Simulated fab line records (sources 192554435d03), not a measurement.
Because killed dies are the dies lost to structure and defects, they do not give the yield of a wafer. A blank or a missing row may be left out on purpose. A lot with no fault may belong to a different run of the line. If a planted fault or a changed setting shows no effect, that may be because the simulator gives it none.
Split-lot study ; flow n5 finfet ; 39 wafers read across 7 lots, on a route 1938 steps long

== THE SPLIT ==
At N5_BEOL_M5_DEP_56 (deposits SiCN from 3MS/NH3, target thk 8 nm, time 14 s), the setting target thk a was moved away from the recipe's 80 angstrom on 15 of the 39 wafers read, by -45.3% to +57.4%. The other wafers ran this setting at the recipe's value.

The split's own step is where the reading is taken.

== THE READING ==
SiCN_of_BEOL_M5_DEP_56.thk nm (the simulator's own value, which no gauge read), in nm, at N5_BEOL_M5_DEP_56 (deposits SiCN from 3MS/NH3, target thk 8 nm, time 14 s). There is no usual value for it anywhere in the file. The 24 wafers here that ran the recipe average 8.0 nm, standard deviation 0.18 nm.

wafer;tool, chamber at the split;target thk a as run, angstrom;against the recipe;SiCN_of_BEOL_M5_DEP_56.thk nm, nm;against lot-mates on the recipe
L077.1;pecvd-04, 2,0;80;recipe;8;-
L077.3;pecvd-04, 2,0;80;recipe;8;-
L077.2;pecvd-04, 1;51.63;-35.5%;5;-3.1
L077.4;pecvd-04, 1,0;51.63;-35.5%;5.2;-2.9
L077.6;pecvd-04, 1,0;51.63;-35.5%;5.2;-2.9
L077.5;pecvd-04, 2;80;recipe;8.2;-
L078.1;pecvd-02, 1,0,1,0,0;80;recipe;7.8;-
L078.2;pecvd-02, 1,0,1,0,0;80;recipe;7.8;-
L078.3;pecvd-02, 1,0,1,0,0;80;recipe;7.8;-
L078.4;pecvd-02, 1,0,1,0,0;80;recipe;7.8;-
L078.6;pecvd-02, 1,0,1,0,0;80;recipe;7.8;-
L078.5;pecvd-02, 1;80;recipe;8;-
L079.3;pecvd-02, 0;80;recipe;7.8;-
L079.5;pecvd-02, 0;80;recipe;7.8;-
L079.4;pecvd-02, 1;80;recipe;8;-
L081.1;pecvd-01, 0;43.75;-45.3%;4.4;-3.7
L081.2;pecvd-01, 2,0;43.75;-45.3%;4.6;-3.5
L081.5;pecvd-01, 2,0;43.75;-45.3%;4.6;-3.5
L081.3;pecvd-01, 1;80;recipe;8;-
L081.6;pecvd-01, 1;80;recipe;8;-
L081.4;pecvd-01, 2;80;recipe;8.2;-
L086.1;pecvd-04, 0;80;recipe;8;-
L086.2;pecvd-04, 2;47.5;-40.6%;4.8;-3.4
L086.3;pecvd-04, 1;47.5;-40.6%;5;-3.2
L086.4;pecvd-04, 1;80;recipe;8.4;-
L086.5;pecvd-04, 2;47.5;-40.6%;4.6;-3.6
L086.6;pecvd-04, 0;80;recipe;8.2;-
L087.1;pecvd-04, 0;80;recipe;8;-
L087.2;pecvd-04, 2;80;recipe;7.6;-
L087.3;pecvd-04, 1;122.5;+53.1%;12;+4.1
L087.4;pecvd-04, 0;80;recipe;8.2;-
L087.5;pecvd-04, 1;122.5;+53.1%;12.4;+4.5
L087.6;pecvd-04, 2;122.5;+53.1%;12.2;+4.3
L096.1;pecvd-04, 2,0;80;recipe;8;-
L096.3;pecvd-04, 2,0;80;recipe;8;-
L096.2;pecvd-04, 1,2;125.9;+57.4%;12.6;+4.5
L096.5;pecvd-04, 1,2;125.9;+57.4%;12.6;+4.5
L096.4;pecvd-04, 1;125.9;+57.4%;12.8;+4.7
L096.6;pecvd-04, 0;80;recipe;8.2;-
The file does not say which wafer passed through which chamber wherever a row lists several chambers: such a row stands for several wafers.

FIT RESULTS
A straight line over all 39 wafers: SiCN_of_BEOL_M5_DEP_56.thk nm changes by +0.0794 nm for each +1% of target thk a; r = +1.00; the points scatter about the line by 0.18 nm.
The same after taking each lot's own level away (the mean of its wafers on the recipe; 39 wafers): +0.0806 nm for each +1%; r = +1.00; scatter 0.14 nm.
Per that fit: largest target thk a move, reading shift of 4.6 nm.
The span of the lots' own levels, 7.83 to 8.20 nm, comes to 2.0 times the standard deviation stated above.
The two slopes are in agreement: the lot-to-lot level therefore moves the slope only a little.
Check: with one of the wafers moved furthest among these (+57.4%) left out of the fit, the line predicts +4.63 nm for it against its lot-mates. It came out at +4.53 nm against them.

== OTHER SPLITS ON THESE WAFERS ==
Other splits were also applied to these wafers ahead of the reading. Each is held against what the fit with the lots' levels taken away leaves over:
other split on the same wafers;wafers away from the commonest value;r with SiCN_of_BEOL_M5_DEP_56.thk nm (lot level and that fit taken away)
N5_BEOL_M0_SAQP_SPACER2_ALD_26 target thk a;15;-0.02
N5_BEOL_M3_ILD_DEP_00 time s;12;+0.22

== FILE'S OWN FIT ==
SiCN_of_BEOL_M5_DEP_56.thk nm changes by +0.0806 nm for each +1% of target thk a, r = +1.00.
